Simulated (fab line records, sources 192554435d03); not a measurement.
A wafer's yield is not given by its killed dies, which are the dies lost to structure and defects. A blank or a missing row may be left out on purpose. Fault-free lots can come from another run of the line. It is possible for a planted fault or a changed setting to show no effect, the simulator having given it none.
2 desks, one fault    flow n5-finfet    each desk has only its own numbers; what lay behind them comes last

THE TOOL OWNER'S DESK: vapor-etch-02
The tool's own readings at N5_STI_FIN_REVEAL_RECESS_09 (chemistry HF/NH3, target SiO2, afs cycles 11, target depth 42.5 nm, sublimation time 60 s): means of the sampled wafers that have a number, for each lot that ran on this tool. If a lot's mean is further than 4 standard deviations from the usual mean, the lot is out of limits and carries the mark OUT (the distance appears in the brackets).
Columns: A = drypump-motor-current-A at N5_STI_FIN_REVEAL_RECESS_09, usual 6.09 A
lot   first seen here  A
L390  day 2 16:04      6.03
L391  day 3 02:16      5.98
L402  day 5 17:30      5.91
L406  day 6 17:04      6.03
L407  day 6 23:28      5.95
This desk's verdict: no lot among the 5 shows anything out of limits.

FROM THE METROLOGY DESK
Means of the sampled wafers that have a number, per lot and without regard to the tool the lot ran on: this is what the gauges read. If a lot's mean is further than 4 standard deviations from the usual mean, the lot is out of limits and carries the mark OUT (the distance appears in the brackets).
Columns: A = thk-nm at N5_STI_FIN_REVEAL_THK_MEAS_05, usual 131.9 nm; B = cd-nm at N5_STI_FIN_REVEAL_CD_MEAS_22, usual 6.15 nm; C = trench-depth-nm at N5_STI_FIN_REVEAL_FIN_H_MEAS_10, usual 51.9 nm
lot   first seen here  A      B     C
L390  day 2 15:24      133.2  6.23  52.3
L391  day 3 01:14      131.3  5.64  50.9
L393  day 3 10:24      132.5  6.11  51.9
L402  day 5 16:48      130.8  6.38  49.4
L406  day 6 16:19      131.7  6.19  49.7
L407  day 6 22:56      132.3  5.82  48.6
L410  day 7 19:28      131.1  6.30  51.7
This desk's verdict: no lot among the 7 shows anything out of limits.

TAKEN TOGETHER
The desk of the tool owner found nothing out of limits.
At the metrology desk, nothing out of limits was observed.

WHAT THE SIMULATOR PUT IN
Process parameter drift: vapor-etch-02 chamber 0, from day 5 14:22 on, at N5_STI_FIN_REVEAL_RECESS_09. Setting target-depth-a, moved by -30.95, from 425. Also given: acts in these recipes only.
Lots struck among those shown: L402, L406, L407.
